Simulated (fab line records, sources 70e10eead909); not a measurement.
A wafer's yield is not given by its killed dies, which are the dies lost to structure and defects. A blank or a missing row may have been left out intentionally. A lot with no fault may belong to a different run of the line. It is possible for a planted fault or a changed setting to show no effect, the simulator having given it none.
fab line records ; flow nand-harc
[record] lots = 6; wafers = 18; last-day = 24
route steps=1159 shown P_M2@349 P_BONDPAD@351 END@1159
lots that met no fault: taken from a fault-free run of the same line
start-h: the number of hours between the record's first day and the start of the first shown wafer of the lot ; wait-h: how many hours have passed since the lot's step before this one ; " unchanged from the row above ; L1.1+2: one row covering several wafers at once ; - value missing, or start not given ; * or withheld: withheld ; < > ~ a bound
route shown NAME@n: a module of which the file shows steps, and the number in the route of the first ; usual: the fault-free wafers' mean and standard deviation ; same: alike in all rows ; chamber/n: place in a boat ; sites: per-site readings ; _std_site: standard deviation across them ; _edge_site: mean of outer sites minus mean of inner sites ; radius-mm: how far each site lies from the wafer's centre ; mask NAME#n: copy n ; behind: the tool/chamber that last shaped the wafer ; hold: what put the lot on hold/how long, in hours/how the hold closed ; device: which transistor (n, p or np) failed to switch ; end of line: the route-end tests of the same wafers ; a step without rows: its recipe alone ; killed: dies lost to structure and defects at the first sort, not the wafer's yield ; map: a wafer's dies, x killed, . not, _ none there
set.NAME: setting as actually run; set.NAME@STEP: the setting as run at that earlier step ; model.NAME: the simulator's own value behind a step, which no gauge read
certain route steps with their lots: each step a table, each wafer a row
services: when a tool's chamber went out of use (start-h, in hours from the record's first day, below 0 if earlier), for how many hours, and the reason
[[steps]]
[step NHARC_P_M2_PRE_CLEAN_32]
[recipe] time-s = 12; temp-c = 370; rf-power-w = 300; gas = NH3
[usual] heater-power-w = 648/75
lot.wafer;tool;chamber;start-h;wait-h;heater-power-w
L927.6;pecvd-03;1;157.77;0.1;675
L927.4;pecvd-03;2;157.77;0.1;621
L927.5;pecvd-03;0;157.77;0.1;648
L930.1;pecvd-04;0;168.34;0.1;535
L930.4;pecvd-04;1;168.34;0.1;638
L930.6;pecvd-04;0;168.34;0.1;525
L938.5;pecvd-02;1;225.07;0.1;676
L938.6;pecvd-02;2;225.07;0.1;647
L938.4;pecvd-02;0;225.07;0.1;743
L941.3;pecvd-03;2;240.35;0.2;533
L941.5;pecvd-03;2;240.35;0.2;521
L941.6;pecvd-03;0;240.35;0.2;608
L944.3;pecvd-03;1;255.25;0.1;687
L944.4;pecvd-03;0;255.25;0.1;621
L944.6;pecvd-03;2;255.25;0.1;564
L945.1;pecvd-03;1;263.38;0.1;769
L945.4;pecvd-03;1;263.38;0.1;774
L945.5;pecvd-03;0;263.38;0.1;576
[step NHARC_P_M2_DEP_33]
[recipe] target-thk-a = 300; temp-c = 370; target-thk-nm = 30; pressure-torr = 3; flow-sccm = 200; rf-w = 450; material = SiCN
[usual] heater-power-w = 604/78
lot.wafer;tool;chamber;start-h;wait-h;heater-power-w
L927.6;pecvd-03;1;157.94;0.2;692
L927.4;pecvd-03;2;157.94;0.2;451
L927.5;pecvd-03;0;157.94;0.2;627
L930.1;pecvd-04;0;168.48;0.1;506
L930.4;pecvd-04;1;168.48;0.1;601
L930.6;pecvd-04;0;168.48;0.1;498
L938.5;pecvd-02;1;225.24;0.2;701
L938.6;pecvd-02;2;225.24;0.2;563
L938.4;pecvd-02;0;225.24;0.2;629
L941.3;pecvd-03;2;240.46;0.1;556
L941.5;pecvd-03;2;240.46;0.1;550
L941.6;pecvd-03;0;240.46;0.1;643
L944.3;pecvd-03;1;255.36;0.1;632
L944.4;pecvd-03;0;255.36;0.1;610
L944.6;pecvd-03;2;255.36;0.1;506
L945.1;pecvd-03;1;263.46;0.1;667
L945.4;pecvd-03;1;263.46;0.1;658
L945.5;pecvd-03;0;263.46;0.1;609
[step NHARC_P_BONDPAD_DEP_00]
[recipe] target-thk-a = 2500; temp-c = 370; target-thk-nm = 250; pressure-torr = 3; flow-sccm = 200; rf-w = 450; material = SiCN
[usual] heater-power-w = 596/77
lot.wafer;tool;chamber;start-h;wait-h;heater-power-w
L927.6;pecvd-04;1;158.36;-;640
L927.4;pecvd-04;2;158.36;-;608
L927.5;pecvd-04;0;158.36;-;508
L930.1;pecvd-03;0;168.91;-;573
L930.6;pecvd-03;0;168.91;-;597
L930.4;pecvd-03;1;168.91;-;681
L938.4;pecvd-04;2;225.66;-;514
L938.5;pecvd-04;2;225.66;-;546
L938.6;pecvd-04;0;225.66;-;486
L941.3;pecvd-03;1;-;-;690
L941.6;pecvd-03;1;-;-;706
L941.5;pecvd-03;2;-;-;505
L944.3;pecvd-04;0;255.73;-;492
L944.6;pecvd-04;1;255.73;-;632
L944.4;pecvd-04;2;255.73;-;574
L945.1;pecvd-04;1;263.92;-;563
L945.5;pecvd-04;1;263.92;-;578
L945.4;pecvd-04;2;263.92;-;587
[step NHARC_P_BONDPAD_CMP_32]
[recipe] target-thk-nm = 200; material = SiCN
[usual] motor-current-A = 12.1/0.75; slurry-filter-dp-kPa = 13.50/0.15
lot.wafer;tool;chamber;start-h;wait-h;motor-current-A;slurry-filter-dp-kPa
L927.4;cmp-01;1;158.71;-;12.0;13.69
L927.5;cmp-01;2;158.71;-;12.9;13.67
L927.6;cmp-01;3;158.71;-;12.1;13.77
L930.4;cmp-03;1;169.31;-;10.8;13.80
L930.1;cmp-03;2;169.31;-;11.5;13.17
L930.6;cmp-03;2;169.31;-;11.0;13.58
L938.4;cmp-03;3;226.15;0.4;12.3;13.53
L938.6;cmp-03;0;226.15;0.4;12.7;13.50
L938.5;cmp-03;1;226.15;0.4;11.5;13.19
L941.3;cmp-01;2;241.25;-;12.6;13.57
L941.6;cmp-01;2;241.25;-;12.5;13.84
L941.5;cmp-01;3;241.25;-;12.2;13.32
L944.3;cmp-01;3;256.17;-;12.0;13.44
L944.4;cmp-01;0;256.17;-;11.5;13.48
L944.6;cmp-01;3;256.17;-;11.9;13.42
L945.1;cmp-02;1;264.28;-;11.9;13.46
L945.4;cmp-02;0;264.28;-;13.5;13.34
L945.5;cmp-02;2;264.28;-;10.7;13.69
[step NHARC_P_BONDPAD_THK_MEAS_33]
[recipe] thk-meas-gauge = ellipsometry
[usual] thk-nm = 199.9/1.3
lot.wafer;tool;chamber;start-h;wait-h;thk-nm
L927.4;film-metro-02;-;158.89;0.2;200.2
L927.5;film-metro-02;-;158.89;0.2;198.8
L927.6;film-metro-02;-;158.89;0.2;199.6
L930.1;film-metro-02;-;169.56;0.2;201.9
L930.4;film-metro-02;-;169.56;0.2;201.0
L930.6;film-metro-02;-;169.56;0.2;202.0
L938.4;film-metro-01;-;226.33;0.2;198.4
L938.5;film-metro-01;-;226.33;0.2;202.3
L938.6;film-metro-01;-;226.33;0.2;200.5
L941.3;film-metro-01;-;241.50;0.2;200.5
L941.5;film-metro-01;-;241.50;0.2;200.1
L941.6;film-metro-01;-;241.50;0.2;200.4
L944.3;film-metro-01;-;256.39;0.2;197.1
L944.4;film-metro-01;-;256.39;0.2;199.7
L944.6;film-metro-01;-;256.39;0.2;198.3
L945.1;film-metro-01;-;264.53;0.2;199.0
L945.4;film-metro-01;-;264.53;0.2;199.0
L945.5;film-metro-01;-;264.53;0.2;201.2
[step NHARC_P_BONDPAD_SRD_34]
[step NHARC_P_BONDPAD_DEHYDRATE_01]
[recipe] temp-c = 150; time-s = 120
[step NHARC_P_BONDPAD_HMDS_02]
[recipe] time-s = 30
[step NHARC_P_BONDPAD_COAT_36]
[recipe] temp-c = 200; time-s = 65
[step NHARC_P_BONDPAD_COAT_03]
[recipe] spin-rpm = 2000; resist-thk-nm = 600
[step NHARC_P_BONDPAD_SOFTBAKE_04]
[recipe] temp-c = 125; time-s = 70
[step NHARC_P_BONDPAD_EBR_05]
[step NHARC_P_BONDPAD_EXPOSE_06]
[recipe] na = 0.55; dose-mj = 37.06; mask-id = P_BPAD
[usual] exposure-dose-mJ-cm2 = 37.03/0.04
lot.wafer;tool;chamber;start-h;wait-h;mask;exposure-dose-mJ-cm2
L927.4;krf-scanner-02;0;159.32;-;P_BPAD#0;37.01
L927.5;krf-scanner-02;0;159.32;-;P_BPAD#0;37.01
L927.6;krf-scanner-02;0;159.32;-;P_BPAD#0;36.99
L930.1;krf-scanner-02;0;169.98;-;P_BPAD#0;37.01
L930.4;krf-scanner-02;0;169.98;-;P_BPAD#0;37.05
L930.6;krf-scanner-02;0;169.98;-;P_BPAD#0;36.99
L938.4;krf-scanner-02;0;226.64;-;P_BPAD#0;39.00
L938.5;krf-scanner-02;0;226.64;-;P_BPAD#0;39.00
L938.6;krf-scanner-02;0;226.64;-;P_BPAD#0;39.01
L941.3;krf-scanner-02;0;241.93;-;P_BPAD#0;38.60
L941.5;krf-scanner-02;0;241.93;-;P_BPAD#0;38.58
L941.6;krf-scanner-02;0;241.93;-;P_BPAD#0;38.62
L944.3;krf-scanner-04;0;256.81;-;P_BPAD#0;37.07
L944.4;krf-scanner-04;0;256.81;-;P_BPAD#0;37.04
L944.6;krf-scanner-04;0;256.81;-;P_BPAD#0;37.08
L945.1;krf-scanner-04;0;264.96;-;P_BPAD#0;36.96
L945.4;krf-scanner-04;0;264.96;-;P_BPAD#0;36.97
L945.5;krf-scanner-04;0;264.96;-;P_BPAD#0;37.02
[step NHARC_P_BONDPAD_PEB_07]
[recipe] peb-temp-c = 128; peb-time-s = 80
[step NHARC_END_SORT_01]
[recipe] temp-c = 25
[usual] defect-limited-yield = 95.0/1.7; killed-at-array = 29/12; killed-at-other = 0.7/1; killed-at-periphery = 4/3.2; killed-dies = 34/12; killed-open = 3.4/2; killed-short = 1.8/1.3; sort_bin_2_pct = 1.6/0.7; sort_bin_3_pct = 0.26/0.23; sort_bin_4_pct = 3.1/1.1; sort-n-pass = 643/12; sort-rim-yield-pct = 96.4/2.6; sort-yield-pct = 95.0/1.7
[same] gross-dies = 677; sort_bin_5_pct[%] = 0; sort_bin_6_pct[%] = 0; sort_bin_7_pct[%] = 0; sort_bin_8_pct[%] = 0; sort-rim-n-gross = 106.00
lot.wafer;tool;chamber;start-h;wait-h;defect-limited-yield[%];killed-at-array;killed-at-other;killed-at-periphery;killed-dies;killed-open;killed-short;sort_bin_2_pct[%];sort_bin_3_pct[%];sort_bin_4_pct[%];sort-n-pass;sort-rim-yield-pct[%];sort-yield-pct[%]
L930.1;prober-01;0;481.43;2.5;96.0;24;2;1;27;6;3;0.7;0.30;3.0;650;97.2;96.0
L930.4;prober-01;0;483.79;3.4;96.5;23;1;0;24;8;1;1.0;0;2.5;653;95.3;96.5
L930.6;prober-01;0;485.36;3.9;97.2;17;0;2;19;3;0;0.9;0.44;1.5;658;96.2;97.2
L944.3;prober-01;0;584.39;3.1;95.4;28;1;2;31;3;2;1.5;0.30;2.8;646;98.1;95.4
L944.4;prober-01;0;585.19;3.4;95.1;29;0;4;33;4;3;1.5;0.15;3.2;644;94.3;95.1
L944.6;prober-01;0;586.78;4.0;94.8;31;0;4;35;8;2;1.6;0.44;3.1;642;96.2;94.8
// killed by level:class
L930.1 A_CHANNEL_HOLE_D1:chamber-film-flake=10 A_CONTACT:chamber-film-flake=3 A_CONTACT:geometric-particle:open=2 A_STAIRCASE:chamber-film-flake=2 A_ONON_D1:geometric-particle:open=1 A_CHANNEL_HOLE_D1:geometric-particle:short=1 A_WL_FILL:geometric-particle:open=1 A_WL_FILL:geometric-particle:short=1
L930.4 A_CHANNEL_HOLE_D1:chamber-film-flake=9 A_ONON_D1:geometric-particle:open=3 A_CHANNEL_FILL_D1:geometric-particle:open=3 A_STAIRCASE:chamber-film-flake=2 A_ONON_D1:geometric-particle:short=1 A_WL_FILL:geometric-particle:open=1 A_CONTACT:geometric-particle:open=1 A_WL_FILL:chamber-film-flake=1
L930.6 A_CHANNEL_HOLE_D1:chamber-film-flake=12 A_STAIRCASE:chamber-film-flake=4 P_M0:geometric-particle:open=2 A_SGD_CUT:geometric-particle:open=1
L944.3 A_CHANNEL_HOLE_D1:chamber-film-flake=12 A_CONTACT:chamber-film-flake=8 A_CHANNEL_FILL_D1:chamber-film-flake=3 A_M0:geometric-particle:open=2 A_ONON_D1:geometric-particle:short=1 A_SGD_CUT:geometric-particle:open=1 P_STI:chamber-film-flake=1 P_GATE:chamber-film-flake=1
L944.4 A_CONTACT:chamber-film-flake=12 A_CHANNEL_HOLE_D1:chamber-film-flake=10 P_M0:geometric-particle:open=1 P_M0:geometric-particle:short=1 A_ONON_D1:geometric-particle:short=1 A_CHANNEL_FILL_D1:geometric-particle:open=1 A_STAIRCASE:geometric-particle:open=1 A_WL_FILL:geometric-particle:open=1
L944.6 A_CHANNEL_HOLE_D1:chamber-film-flake=13 A_CONTACT:chamber-film-flake=5 P_GATE:geometric-particle:open=2 A_M0:geometric-particle:open=2 P_ZERO_WELL:chamber-film-flake=2 A_CHANNEL_FILL_D1:chamber-film-flake=2 A_WL_FILL:chamber-film-flake=2 A_ONON_D1:geometric-particle:open=1
[[services]]
tool;chamber;start-h;hours;kind
krf-scanner-02;-;134.73;5.6;repair
cmp-03;-;139.38;1.8;repair
cmp-02;-;141.51;1.2;repair
krf-scanner-02;0;142.64;-;calibration
krf-scanner-04;-;150.63;7.4;repair
pecvd-02;-;153.24;13.0;pm
cmp-03;-;157.48;4.0;pm
krf-scanner-02;-;166.86;1.1;repair
pecvd-04;-;172.91;1.1;repair
cmp-01;-;174.42;1.2;repair
cmp-01;-;179.59;4.0;pm
cmp-01;-;183.59;-;consumable-replace:conditioner
cmp-01;-;183.59;-;consumable-replace:pad
pecvd-04;-;195.00;13.0;pm
pecvd-04;0;195.00;13.0;vent-cycle
pecvd-04;1;195.00;13.0;vent-cycle
pecvd-04;2;195.00;13.0;vent-cycle
pecvd-04;0;208.00;-;clean
pecvd-04;1;208.00;-;clean
pecvd-04;2;208.00;-;clean
krf-scanner-02;-;210.00;4.0;pm
cmp-02;-;226.50;4.0;pm
cmp-03;-;255.48;4.0;pm
cmp-01;-;261.69;2.4;repair
[[key]]
[first-sign] step = NHARC_P_BONDPAD_EXPOSE_06; reading = exposure-dose-mJ-cm2; direction = up; sigmas = 45; usual = 37.03; struck = 38.80
effect none on later readings
met-at NHARC_P_BONDPAD_EXPOSE_06
struck-wafers L938.4,L938.5,L938.6,L941.3,L941.5,L941.6
[loop-trim] step = NHARC_P_BONDPAD_EXPOSE_06; setting = dose; lots = L941
onset-between 169.98 226.64
[fault] kind = process-parameter-drift; tool = krf-scanner-02; chamber = -; onset-h = 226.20; steps = NHARC_P_BONDPAD_EXPOSE_06; channel = dose-mj; offset = 1.9524; shape = step; acts-in = these-recipes-only; stated = 37.06
// loop-trim: a control loop set the setting to another value than it would have without faults
